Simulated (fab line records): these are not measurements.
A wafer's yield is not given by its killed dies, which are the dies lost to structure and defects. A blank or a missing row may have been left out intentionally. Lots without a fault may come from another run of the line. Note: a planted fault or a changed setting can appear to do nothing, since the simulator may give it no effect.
Matching of chambers | flow n5Finfet | N5_BEOL_M5_ETCH_72 on rieDiel-06 has 4 sister chambers
The step etches underlayer in N2/H2, target depth 6.5 nm, time 5.2 s. 16 wafers are shown with their chamber, then 8 later ones without.

WAFERS PAIRED WITH THEIR CHAMBERS
wafer  | chamber | showerheadPlenumPTorr (Torr) | throttleValvePct (%) | oesProductAu (a.u.)
L074.4 | 0       | 2.65                         | 18.1                 | 0.62
L074.5 | 0       | 2.65                         | 18.1                 | 0.62
L074.6 | 1       | 2.56                         | 17.2                 | 0.71
L076.2 | 3       | 2.44                         | 18.1                 | 0.63
L076.3 | 2       | 2.48                         | 17.8                 | 0.76
L076.4 | 1       | 2.56                         | 17.2                 | 0.71
L077.3 | 2       | 2.47                         | 17.8                 | 0.75
L077.4 | 1       | 2.56                         | 17.2                 | 0.69
L077.5 | 3       | 2.44                         | 18.1                 | 0.62
L079.1 | 1       | 2.55                         | 17.2                 | 0.70
L079.3 | 2       | 2.47                         | 17.9                 | 0.75
L079.4 | 3       | 2.44                         | 18.1                 | 0.62
L087.1 | 2       | 2.47                         | 17.8                 | 0.73
L087.5 | 0       | 2.64                         | 18.2                 | 0.59
L087.6 | 1       | 2.55                         | 17.3                 | 0.68
L092.1 | 2       | 2.46                         | 17.9                 | 0.72

SIGNATURES (means of the wafers above)
reading               | chamber 0 | chamber 1 | chamber 2 | chamber 3 | scatter within a chamber
showerheadPlenumPTorr | 2.6467    | 2.5560    | 2.4700    | 2.4400    | 0.00568
throttleValvePct      | 18.133    | 17.220    | 17.840    | 18.100    | 0.0471
oesProductAu          | 0.6100    | 0.6980    | 0.7420    | 0.6233    | 0.0142
Rule: a wafer lies at a distance from a chamber equal to the root of the sum of squares, over the readings, of (its reading less the chamber's mean, divided by the reading's scatter). The wafer belongs to the nearest chamber; if the next one is less than 2 further off, it can't be placed. How the scatter is found: for the shown wafers, subtract from each reading the mean of its chamber, square and add these, divide the total by (wafers less chambers), then take the root.

WAFERS WHOSE CHAMBER IS MISSING
wafer  | showerheadPlenumPTorr (Torr) | throttleValvePct (%) | oesProductAu (a.u.)
L092.4 | 2.54                         | 17.2                 | 0.67
L092.6 | 2.46                         | 17.9                 | 0.72
L095.1 | 2.63                         | 18.2                 | 0.59
L095.5 | 2.43                         | 18.1                 | 0.59
L095.6 | 2.46                         | 17.9                 | 0.71
L096.1 | 2.54                         | 17.3                 | 0.67
L096.2 | 2.63                         | 18.2                 | 0.59
L096.4 | 2.43                         | 18.1                 | 0.60

CHAMBER TAKEN BY EACH
wafer  | from the rows above | in truth
L092.4 | 1                   | 1
L092.6 | 2                   | 2
L095.1 | 0                   | 0
L095.5 | 3                   | 3
L095.6 | 2                   | 2
L096.1 | 1                   | 1
L096.2 | 0                   | 0
L096.4 | 3                   | 3
Correct placement for 8 of the 8. Left unplaced by these rows: 0. Wrongly placed: 0.
